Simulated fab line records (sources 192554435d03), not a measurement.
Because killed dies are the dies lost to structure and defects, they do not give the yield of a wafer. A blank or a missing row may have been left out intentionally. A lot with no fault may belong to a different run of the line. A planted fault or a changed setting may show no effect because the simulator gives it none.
fab line records    flow n5Finfet
record: lots: 11  wafers: 31  lastDay: 19
route steps=1938 shown SD_EPI_N@275 SD_EPI_P@308
lots with no fault: from the same line, run without faults
startH: hours from the record's first day to the start of the lot's first wafer shown    waitH: hours since the lot's step before    " repeats the value in the row above    L1.1+2: a single row standing in for several wafers    - no value, or no start was given    * or withheld: withheld    < > ~ a bound
route shown NAME@n: a module of which the file shows steps, and the number in the route of the first    usual: mean/standard deviation taken from wafers without a fault    same: alike in all rows    chamber/n: place in a boat    sites: each site's reading    _std_site: standard deviation across them    _edge_site: the outer-site mean with the inner-site mean subtracted    radiusMm: for every site, how far away it sits from the centre of the wafer    mask NAME#n: copy n    behind: the last tool/chamber to shape the wafer    hold: why the lot was held/for how many hours/how that ended    device: transistor that didn't switch, given as n, p or np    end of line: at the end of the route, the tests of the same wafers    for a step that has no rows: nothing shown but its recipe    killed: count of dies lost to structure and defects at first sort (not the wafer's yield)    map: shows each die of a wafer: x if killed, . if not, _ if none is there
set.NAME: the setting that was run; set.NAME@STEP: the one run at that earlier step    model.NAME: the simulator's own value behind a step, which no gauge read
the route's steps for a sample of lots (tables are steps, rows are wafers)
services: from which hour (startH, from the record's first day; less than 0 if before it) a tool's chamber was out of use, for how many hours, and why
== steps ==
step: N5_SD_EPI_N_ETCH_35
recipe: chemistry: N2/H2  target: SOC  overetchA: 1080  maskMaterial: SiARC  tempC: 40  ionEnergyEv: 100  sourceW: 3000  biasW: 133  pressureMtorr: 20  timeS: 486  n2FlowSccm: 200  h2FlowSccm: 200
usual: drypumpMotorCurrentA: 5.55/0.28  oesProductAu: 0.69/0.082  rfVppV: 240.6/1.4  showerheadPlenumPTorr: 2.54/0.093  throttleValvePct: 23.73/0.27
lot.wafer  tool        chamber  startH  waitH  drypumpMotorCurrentA  oesProductAu  rfHoursCounterH  rfVppV  showerheadPlenumPTorr  throttleValvePct
L193.1     rieDiel-01  1        48.50   0.0    5.63                  0.65          179              239.1   2.42                   23.55
L193.2     "           2        "       "      5.77                  0.69          150              237.8   2.43                   23.68
L193.6     "           3        "       "      5.25                  0.62          -                240.0   2.49                   23.50
L194.2     rieDiel-04  1        60.56   0.0    5.91                  0.66          168              238.7   2.43                   23.51
L194.3     "           0        "       "      5.52                  0.67          177              241.3   2.54                   24.02
L194.5     "           0        "       "      5.51                  0.67          -                239.9   2.54                   24.03
L196.2     rieDiel-04  3        68.61   0.0    5.21                  0.69          135              241.2   2.56                   23.95
L196.3     "           2        "       "      5.42                  0.64          212              241.3   2.51                   23.39
L196.5     "           2        "       "      5.41                  0.63          -                239.5   2.51                   23.40
L197.3     rieDiel-04  2        75.13   0.0    5.39                  0.63          214              240.1   2.51                   23.40
L197.4     "           3        "       "      5.23                  0.69          136              241.2   2.56                   23.94
L197.6     "           1        "       "      5.91                  0.67          -                240.0   2.43                   23.50
L200.4     rieDiel-01  0        92.55   0.2    5.33                  0.67          -                242.4   2.64                   23.93
L200.6     "           1        "       "      5.65                  0.64          -                240.3   2.41                   23.55
L201.2     rieDiel-01  2        100.40  0.0    5.76                  0.68          172              239.6   2.42                   23.69
L201.4     "           2        "       "      5.78                  0.68          -                238.9   2.42                   23.69
L203.4     rieDiel-01  3        110.72  0.0    5.23                  0.85          4                239.5   2.48                   23.18
L203.5     "           0        "       "      5.33                  0.66          -                241.7   2.63                   23.94
L203.6     "           3        "       "      5.24                  0.86          -                240.1   2.48                   23.18
L213.2     rieDiel-01  0        171.66  0.0    5.35                  0.65          198              241.4   2.62                   23.96
L213.3     "           1        "       "      5.65                  0.62          215              240.2   2.40                   23.60
L213.4     "           3        "       "      5.26                  0.79          28               240.0   2.47                   23.23
L214.3     rieDiel-01  0        174.73  0.0    5.32                  0.65          200              242.1   2.62                   23.95
L214.4     "           3        "       "      5.27                  0.80          29               239.9   2.47                   23.21
L214.5     "           2        "       "      5.79                  0.66          -                239.8   2.41                   23.72
L215.2     rieDiel-04  1        182.10  0.0    5.92                  0.65          208              238.9   2.42                   23.55
L215.3     "           3        "       "      5.23                  0.67          173              241.1   2.54                   24.00
L215.5     "           2        "       "      5.40                  0.61          -                240.4   2.49                   23.44
L216.2     rieDiel-03  1        186.56  0.0    5.83                  0.61          239              242.1   2.61                   24.11
L216.4     "           2        "       "      4.91                  0.81          20               242.8   2.71                   23.94
L216.6     "           0        "       "      5.84                  0.82          -                241.7   2.60                   23.34
step: N5_SD_EPI_N_LINER_46
recipe: material: SiNx  targetThkA: 30  tempC: 400  aldPrecursorFamily: SiH2I2  aldCoReactant: N2/H2-plasma  pressureTorr: 2
usual: heaterPowerW: 803/48
lot.wafer  tool       chamber  startH  waitH  heaterPowerW
L193.1     aldSin-04  1        52.10   0.2    798
L193.2     "          0        "       "      749
L193.6     "          1        "       "      805
L194.2     aldSin-03  1        64.18   0.1    802
L194.3     "          0        "       "      775
L194.5     "          2        "       "      880
L196.2     aldSin-04  2        72.21   0.1    753
L196.3     "          3        "       "      804
L196.5     "          3        "       "      815
L197.3     aldSin-03  0        79.09   0.5    772
L197.4     "          1        "       "      806
L197.6     "          2        "       "      868
L200.4     aldSin-01  3        96.17   0.3    773
L200.6     "          2        "       "      841
L201.2     aldSin-01  1        104.00  0.1    737
L201.4     "          2        "       "      808
L203.4     aldSin-04  0        114.52  0.3    730
L203.5     "          1        "       "      804
L203.6     "          2        "       "      753
L213.2     aldSin-03  0        175.27  0.1    784
L213.3     "          1        "       "      803
L213.4     "          2        "       "      897
L214.3     aldSin-04  1        178.35  0.1    807
L214.4     "          3        "       "      813
L214.5     "          2        "       "      750
L215.2     aldSin-03  3        186.50  0.2    840
L215.3     "          2        "       "      897
L215.5     "          3        "       "      818
L216.2     aldSin-03  0        190.40  0.4    775
L216.4     "          2        "       "      869
L216.6     "          3        "       "      818
step: N5_SD_EPI_P_ETCH_37
recipe: chemistry: N2/H2  target: SOC  overetchA: 1080  maskMaterial: SiARC  tempC: 40  ionEnergyEv: 100  sourceW: 3000  biasW: 133  pressureMtorr: 20  timeS: 486  n2FlowSccm: 200  h2FlowSccm: 200  ends: endPoint
usual: drypumpMotorCurrentA: 6.1/0.48  oesProductAu: 0.68/0.052  rfVppV: 240.6/1.3  showerheadPlenumPTorr: 2.53/0.076  throttleValvePct: 23.89/0.22
lot.wafer  tool        chamber  startH  waitH  drypumpMotorCurrentA  oesProductAu  rfHoursCounterH  rfVppV  showerheadPlenumPTorr  throttleValvePct
L193.1     rieDiel-06  3        52.90   0.0    5.6                   0.68          127              242.3   2.65                   23.91
L193.2     "           2        "       "      6.7                   0.66          176              239.1   2.42                   23.86
L193.6     "           1        "       "      5.8                   0.72          -                239.4   2.47                   23.54
L194.2     rieDiel-02  2        65.54   0.0    5.8                   0.65          176              240.2   2.53                   23.67
L194.3     "           1        "       "      5.7                   0.67          142              243.5   2.65                   23.84
L194.5     "           2        "       "      5.8                   0.64          -                239.6   2.53                   23.68
L196.2     rieDiel-02  2        73.50   0.0    5.8                   0.64          180              241.1   2.53                   23.68
L196.3     "           1        "       "      5.7                   0.66          146              243.1   2.65                   23.81
L196.5     "           0        "       "      6.5                   0.68          -                239.3   2.56                   24.08
L197.3     rieDiel-05  0        80.06   0.0    5.9                   0.63          238              241.4   2.61                   23.78
L197.4     "           3        "       "      5.2                   0.67          161              239.4   2.53                   23.83
L197.6     "           1        "       "      5.7                   0.67          -                238.4   2.44                   24.17
L200.4     rieDiel-06  2        96.87   0.0    6.8                   0.65          196              239.9   2.42                   23.89
L200.6     "           1        "       "      5.8                   0.70          -                238.8   2.46                   23.58
L201.2     rieDiel-02  2        104.85  0.0    5.9                   0.64          192              240.1   2.52                   23.69
L201.4     "           0        "       "      6.6                   0.68          -                240.8   2.55                   24.11
L203.4     rieDiel-05  3        115.35  0.0    5.2                   0.67          171              240.7   2.52                   23.83
L203.5     "           0        "       "      5.9                   0.63          -                243.4   2.60                   23.79
L203.6     "           1        "       "      5.7                   0.66          -                238.6   2.43                   24.19
L213.2     rieDiel-02  2        176.10  0.0    5.8                   0.62          212              240.5   2.52                   23.71
L213.3     "           3        "       "      6.5                   0.71          109              238.9   2.45                   24.30
L213.4     "           0        "       "      6.6                   0.67          150              240.3   2.54                   24.13
L214.3     rieDiel-06  2        179.19  0.0    6.7                   0.64          217              239.8   2.41                   23.91
L214.4     "           3        "       "      5.6                   0.64          167              242.5   2.63                   23.98
L214.5     "           0        "       "      6.5                   0.80          -                240.3   2.58                   23.78
L215.2     rieDiel-02  1        187.20  0.0    5.7                   0.64          174              241.1   2.63                   23.86
L215.3     "           0        "       "      6.5                   0.66          153              240.1   2.54                   24.16
L215.5     "           2        "       "      5.9                   0.62          -                241.2   2.51                   23.70
L216.2     rieDiel-06  0        191.49  0.0    6.5                   0.79          35               240.6   2.58                   23.77
L216.4     "           3        "       "      5.5                   0.65          170              241.6   2.63                   23.98
L216.6     "           3        "       "      5.6                   0.65          -                242.2   2.63                   23.97
step: N5_SD_EPI_P_EPI_21
recipe: material: SiGe:B  dopant: B  tempC: 550  pressureTorr: 20  ambient: H2  timeS: 355
usual: epiGrowthTimeS: 355/0
lot.wafer  tool         chamber  startH  waitH  epiGrowthTimeS
L193.1     epiRpcvd-03  0        54.16   0.1    355
L193.2     "            0        "       "      355
L193.6     "            0        55.96   1.8    355
L194.2     epiRpcvd-04  0        67.27   0.5    355
L194.3     "            0        "       "      355
L194.5     "            0        "       "      355
L196.2     epiRpcvd-02  0        75.11   0.5    355
L196.3     "            0        "       "      355
L196.5     "            0        "       "      355
L197.3     epiRpcvd-03  0        82.05   0.8    355
L197.4     "            0        "       "      355
L197.6     "            0        "       "      355
L200.4     epiRpcvd-02  0        99.22   1.1    374.9
L200.6     "            0        "       "      355
L201.2     epiRpcvd-02  0        106.47  0.5    355
L201.4     "            0        "       "      374.9
L203.4     epiRpcvd-02  0        117.69  1.1    374.9
L203.5     "            0        "       "      355
L203.6     "            0        "       "      355
L213.2     epiRpcvd-03  0        177.97  0.6    355
L213.3     "            0        "       "      355
L213.4     "            0        "       "      355
L214.3     epiRpcvd-02  0        181.52  1.1    355
L214.4     "            0        "       "      355
L214.5     "            0        "       "      355
L215.2     epiRpcvd-03  0        189.06  0.6    355
L215.3     "            0        "       "      355
L215.5     "            0        "       "      355
L216.2     epiRpcvd-04  0        193.10  0.5    355
L216.4     "            0        "       "      355
L216.6     "            0        "       "      355
== services ==
tool         chamber  startH  hours  kind
epiRpcvd-04  -        27.43   8.1    pm
rieDiel-02   3        30.39   2.3    repair
rieDiel-05   2        30.47   19.7   repair
rieDiel-04   3        31.04   2.3    repair
rieDiel-01   -        37.50   1.2    repair
rieDiel-04   -        48.86   2.8    pm
rieDiel-05   -        51.87   28.1   pm
rieDiel-02   0        52.41   13.2   repair
rieDiel-04   0        55.90   3.5    repair
rieDiel-01   -        59.04   2.4    repair
aldSin-04    3        64.33   5.4    repair
rieDiel-01   3        71.90   8.0    repair
rieDiel-01   3        84.55   -      clean
rieDiel-01   3        84.55   -      consumableReplace:focusRing
rieDiel-01   3        84.55   14.8   scheduledDown
rieDiel-02   1        93.14   16.4   repair
aldSin-03    -        96.05   0.8    pm
rieDiel-01   1        97.91   3.7    repair
aldSin-01    -        121.04  14.6   pm
rieDiel-01   0        130.07  9.3    repair
rieDiel-01   -        130.59  0.9    repair
rieDiel-03   -        149.57  2.8    pm
rieDiel-04   0        165.31  3.0    repair
aldSin-01    -        177.59  14.0   pm
== key ==
firstSign: step: N5_SD_EPI_P_EPI_21  reading: epiGrowthTimeS  direction: up  sigmas: 99+  usual: *  struck: *
effect none on later readings
metAt N5_SD_EPI_P_EPI_21
struckLots L200,L201,L203
struckWafers L200.4,L201.4,L203.4
testerLeftOut L200,L201,L203
notActingAt N5_SD_EPI_N_ETCH_35,N5_SD_EPI_N_LINER_46,N5_SD_EPI_P_ETCH_37
onsetBetween 75.11 99.22
fault: kind: processParameterDrift  tool: epiRpcvd-02  chamber: -  onsetH: 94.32  steps: N5_SD_EPI_P_EPI_21  channel: epiGrowthTimeS  offset: *  shape: step  endH: 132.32  scope: struckWafersOnly  actsIn: *  stated: *
testerLeftOut: of these lots the tester's yield and bins aren't shown, on N5 and GAA mostly nor the transistor test; their killed dies are dies lost to structure and defects alone, not to doping, threshold or leakage, so they don't give the yield
